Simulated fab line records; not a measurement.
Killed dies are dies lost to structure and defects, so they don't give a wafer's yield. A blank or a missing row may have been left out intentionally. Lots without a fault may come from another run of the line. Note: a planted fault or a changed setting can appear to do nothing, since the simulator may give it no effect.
Comparing a struck lot with a sound one + flow n5Finfet + 17 steps out of a route of 1938
Sound: wafers L655.2, L655.4, L655.6. Struck: wafer L661.5. (L661.1 of the same lot was not struck and is left out.) The cause comes at the end.
At each step with rows: each side's tool, then ch and its chambers, then its first start. Under that, the readings that differ: sound wafers + struck wafers + difference of the means + sigmas: that difference in standard deviations of wafers without a fault.
alike: a reading whose means differ by less than 2 such deviations, as well as words and numbers matching on both sides. not compared: withheld readings; readings where some wafer has no value; bounds like >300 that might hide an equal value; numbers whose values overlap and for which the record gives no deviation.
A row with sigmas, a row that says differs or no value, or rows on one side alone: a step with any of these is where the two part. Non-overlapping numbers with no deviation appear without sigmas and do not part them. A reading missing from all wafers of one side parts the sides only when that side holds two or more wafers.

N5_BEOL_M0_SAQP_INSPECT_16: inspects for defects (brightfield).
  struck on defectInspect-02, day 7 10:37; sound on defectInspect-02, day 5 21:56
  alike: rawDefectCount
N5_BEOL_M0_SAQP_DESCUM_19: chemistry O2, time 7.9 s.
  sound on rieDiel-04 ch 0,1,2, day 5 22:08; struck on rieDiel-03 ch 3, day 7 10:39
  alike: drypumpMotorCurrentA, o2FlowSccm, oesProductAu, rfVppV, showerheadPlenumPTorr, throttleValvePct
  not compared: rfHoursCounterH
N5_BEOL_M0_SAQP_ETCH_83: etches SiARC in CF4, target depth 39 nm, time 65 s.
  sound on rieDiel-04 ch 0,1,2, day 5 22:11; struck on rieDiel-03 ch 3, day 7 10:41
  alike: drypumpMotorCurrentA, etchRfOnTimeS, oesProductAu, rfVppV, showerheadPlenumPTorr, throttleValvePct
  not compared: rfHoursCounterH
then, 4 steps without rows for these wafers: N5_BEOL_M0_SAQP_ETCH_84 (etches SOC in N2/H2, target depth 100 nm, overetch 20 nm, time 150 s); N5_BEOL_M0_SAQP_STRIP_80 (strips in N2/H2); N5_BEOL_M0_SAQP_HM_OPEN_112 (chemistry CHF3/O2, target SiO2, stops on a-Si, target depth 12 nm, time 13.5 s); N5_BEOL_M0_SAQP_STRIP_113 (strips in CHF3/O2).
N5_BEOL_M0_SAQP_MANDREL_ETCH_20: etches a-Si in HBr/Cl2, stops on SiNx, target depth 60 nm, bt time 10 s, time 30 s.
  sound on rieSi-02 ch 2,3, day 5 22:25; struck on rieSi-02 ch 0, day 7 10:56
  alike: drypumpMotorCurrentA, oesProductAu, throttleValvePct
  not compared: rfHoursCounterH
N5_BEOL_M0_SAQP_STRIP_86: strips in N2/H2.
  sound on rieDiel-01 ch 0,1,3, day 5 22:46; struck on rieDiel-01 ch 1, day 7 11:04
  alike: drypumpMotorCurrentA, n2FlowSccm, oesProductAu, rfVppV, showerheadPlenumPTorr, throttleValvePct
  not compared: rfHoursCounterH
then, 2 steps without rows for these wafers: N5_BEOL_M0_SAQP_STRIP_115 (strips in post etch residue remover, time 60 s); N5_BEOL_M0_SAQP_SRD_93 (time 30 s).
N5_BEOL_M0_SAQP_RECESS_114: chemistry HF/NH3, target SiO2, target depth 14.4 nm, afs cycles 3, sublimation time 60 s.
  sound on vaporEtch-02 ch 1, day 5 22:54; struck on vaporEtch-01 ch 1, day 7 11:12
| reading                  | sound       | struck | difference | sigmas |
|--------------------------|-------------|--------|------------|--------|
| drypumpMotorCurrentA (A) | 6.2 6.2 6.2 | 5.4    | -0.8       | -3     |
  alike: forelinePTorr
N5_BEOL_M0_SAQP_SPACER1_ALD_98: deposits SiO2, target thk 12.8 nm, pulse time 1 s, purge time 2 s.
  sound on aldSin-03 ch 0,1,2, day 5 23:17; struck on aldSin-03 ch 3, day 7 11:35
| reading                                              | sound          | struck | difference | sigmas |
|------------------------------------------------------|----------------|--------|------------|--------|
| aldCycles                                            | 138 138 138    | 131    | -7         |        |
| model.SiO2_of_BEOL_M0_SAQP_SPACER1_ALD_98.thkNm (nm) | 12.8 12.8 12.8 | 12.2   | -0.6       |        |
  alike: heaterPowerW, precursorPulseHeightRel
then, 1 step without rows for these wafers: N5_BEOL_M0_SAQP_SPACER1_ETCHBACK_99 (etches SiO2 in CHF3/O2, target depth 15.4 nm, time 7.7 s).
N5_BEOL_M0_SAQP_MANDREL1_REMOVE_100: chemistry HBr/Cl2/O2, target a-Si, stops on SiNx, bt time 10 s.
  sound on rieSi-02 ch 0,1,3, day 5 23:53; struck on rieSi-02 ch 2, day 7 12:09
| reading                                              | sound        | struck | difference | sigmas |
|------------------------------------------------------|--------------|--------|------------|--------|
| model.BEOL_M0_SAQP.cdNm (nm)                         | 12.8 13 12.8 | 12.2   | -0.7       |        |
| model.SiO2_of_BEOL_M0_SAQP_SPACER1_ALD_98.thkNm (nm) | 7.4 7.4 7.4  | 6.8    | -0.6       |        |
  alike: drypumpMotorCurrentA, oesProductAu, throttleValvePct
  not compared: rfHoursCounterH
N5_BEOL_M0_SAQP_CD_MEAS_25 targets a cd of 13.1 nm.
  sound on cdSem-02 ch 0, day 6 00:00; struck on cdSem-03 ch 0, day 7 12:15
  alike: cdNm
-- record jumps: 2 days separate the struck wafers' starts on either side; left off in module BEOL_M0_SAQP, taken up again in module BEOL_M4, whose first shown step is the route's number 1111 --
N5_BEOL_M4_RC_MEAS_101:
  sound on prober-02 ch 0, day 8 10:31; struck on prober-02 ch 0, day 9 18:12
  alike: DIBL_N, DIBL_P, IOFF_N, IOFF_P, ION_N, ION_P, SS_N, SS_P, VT_N, VT_P

== WHERE THEY PART ==
At N5_BEOL_M0_SAQP_RECESS_114 and nowhere else, as far as this record goes. Later steps at which nothing parts them and some readings are alike: N5_BEOL_M0_SAQP_SPACER1_ALD_98, N5_BEOL_M0_SAQP_MANDREL1_REMOVE_100, N5_BEOL_M0_SAQP_CD_MEAS_25, N5_BEOL_M4_RC_MEAS_101.

WHY: what the simulator had put in
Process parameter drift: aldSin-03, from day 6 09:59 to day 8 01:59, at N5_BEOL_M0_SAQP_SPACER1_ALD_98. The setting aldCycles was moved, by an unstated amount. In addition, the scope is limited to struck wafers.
